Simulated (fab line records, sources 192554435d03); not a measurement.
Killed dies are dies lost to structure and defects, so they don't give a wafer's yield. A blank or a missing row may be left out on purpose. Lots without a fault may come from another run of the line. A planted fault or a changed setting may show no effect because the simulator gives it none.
One fault seen from 3 desks | flow n5_finfet | each desk has only its own numbers; what lay behind them comes last

THE DEFECT DESK
What the inspections along the route counted, lot by lot: means of the sampled wafers that have a number. A lot is out of limits, marked OUT, if its mean lies more than 4 standard deviations from the usual mean; the brackets give that distance.
Columns: A = raw_defect_count at N5_BEOL_M8_INSPECT_58, usual 67
lot  | first seen here | A
L550 | day 11 09:10    | 46
L553 | day 11 18:37    | 64
L555 | day 12 14:46    | 54
L556 | day 12 20:59    | 64
L558 | day 12 23:29    | 55
L566 | day 14 23:50    | 558 (+27) OUT
L568 | day 15 17:42    | 405 (+19) OUT
L572 | day 16 06:03    | 61
L573 | day 17 02:08    | 62
This desk's finding: out of limits on L566, L568; first on L566, day 14 23:50 (raw_defect_count at N5_BEOL_M8_INSPECT_58). In limits: L550, L553, L555, L556, L558, L572, L573.

THE METROLOGY DESK
What the gauges read, lot by lot, whatever tool the lot ran on: means of the sampled wafers that have a number. A lot is out of limits, marked OUT, if its mean lies more than 4 standard deviations from the usual mean; the brackets give that distance. Of its 11 readings 7 are shown: the one that was out of limits first, and those that lie furthest out on some lot.
Columns: A = DIBL_P at N5_BEOL_M4_RC_MEAS_101, usual 35.8 mV/V; B = IOFF_N at N5_BEOL_M4_RC_MEAS_101, usual 0.157 nA/um; C = IOFF_P at N5_BEOL_M4_RC_MEAS_101, usual 0.21 nA/um; D = ION_P at N5_BEOL_M4_RC_MEAS_101, usual 465 uA/um; E = SS_P at N5_BEOL_M4_RC_MEAS_101, usual 73.2 mV/dec; F = VT_P at N5_BEOL_M4_RC_MEAS_101, usual -250 mV; G = M8_THK at N5_BEOL_M8_THK_MEAS_53, usual 80.2 nm
lot  | first seen here | A    | B     | C    | D   | E    | F    | G
L550 | day 9 13:23     | 36.3 | 0.179 | 0.22 | 465 | 73.8 | -249 | 81.7
L553 | day 10 01:29    | 32.6 | 0.125 | 0.17 | 465 | 72.7 | -253 | 80.8
L555 | day 10 16:06    | 36.9 | 0.202 | 0.25 | 466 | 74.3 | -248 | 79.3
L556 | day 11 00:16    | 34.6 | 0.137 | 0.17 | 452 | 72.9 | -253 | 80.4
L558 | day 11 04:52    | 36.0 | 0.170 | 0.26 | 477 | 73.1 | -244 | 80.3
L566 | day 13 05:01    | 35.0 | 0.131 | 0.21 | 462 | 72.8 | -250 | 132.8 (+24) OUT
L568 | day 14 01:10    | 34.7 | 0.143 | 0.19 | 460 | 73.2 | -252 | 113.8 (+15) OUT
L572 | day 14 13:03    | 38.1 | 0.194 | 0.24 | 473 | 73.7 | -248 | 82.7
L573 | day 15 06:53    | 37.9 | 0.178 | 0.24 | 473 | 73.6 | -249 | 78.8
This desk's finding: out of limits on L566, L568; first on L566, day 14 23:40 (M8_THK at N5_BEOL_M8_THK_MEAS_53). In limits: L550, L553, L555, L556, L558, L572, L573.

THE TOOL OWNER'S DESK: cmp-03
The tool's own readings at N5_BEOL_M8_CMP_52 (polishes, stops on SiCOH lowk, t overpolish 6.9 s, target thk 80 nm): means of the sampled wafers that have a number, for each lot that ran on this tool. A lot is out of limits, marked OUT, if its mean lies more than 4 standard deviations from the usual mean; the brackets give that distance.
Columns: A = barrier_field_endpoint_s at N5_BEOL_M8_CMP_52, usual 28.9 s; B = edge_zone_pressure_frac at N5_BEOL_M8_CMP_52, usual 1.000; C = motor_current_A at N5_BEOL_M8_CMP_52, usual 5.8 A; D = overpolish_run_s at N5_BEOL_M8_CMP_52, usual 6.900 s; E = retaining_ring_pressure_frac at N5_BEOL_M8_CMP_52, usual 1.000; F = time_to_endpoint_s at N5_BEOL_M8_CMP_52, usual 61 s
lot  | first seen here | A               | B     | C   | D                       | E     | F
L550 | day 11 08:43    | 29.1            | 1.000 | 6.2 | 6.896                   | 1.000 | 61
L555 | day 12 14:19    | 29.7            | 0.999 | 5.7 | 6.888                   | 0.995 | 63
L556 | day 12 20:34    | 28.7            | 1.002 | 5.5 | 6.894                   | 1.001 | 59
L566 | day 14 23:22    | 38.1 (+11) OUT  | 0.992 | 5.5 | 3.468 (-99 or more) OUT | 1.000 | 72
L568 | day 15 17:20    | 35.5 (+8.1) OUT | 1.010 | 5.3 | 4.608 (-99 or more) OUT | 1.002 | 70
This desk's finding: out of limits on L566, L568; first on L566, day 14 23:22 (barrier_field_endpoint_s at N5_BEOL_M8_CMP_52). In limits: L550, L555, L556.

PUT TOGETHER
The tool owner's desk could have raised an alarm at day 14 23:22, on L566, L568.
The metrology desk could have raised an alarm at day 14 23:40, on L566, L568.
The defect desk could have raised an alarm at day 14 23:50, on L566, L568.
Of the lots named, all ran N5_BEOL_M8_CMP_52 on cmp-03.

WHAT THE SIMULATOR HAD PUT IN
Process parameter drift: cmp-03, from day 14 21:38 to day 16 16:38, at N5_BEOL_M8_CMP_52. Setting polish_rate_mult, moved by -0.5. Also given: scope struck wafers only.
Lots struck among those shown: L566, L568.
Hours from the fault's start to each desk's first reading out of limits: the tool owner's desk, 2; the metrology desk, 2; the defect desk, 2.
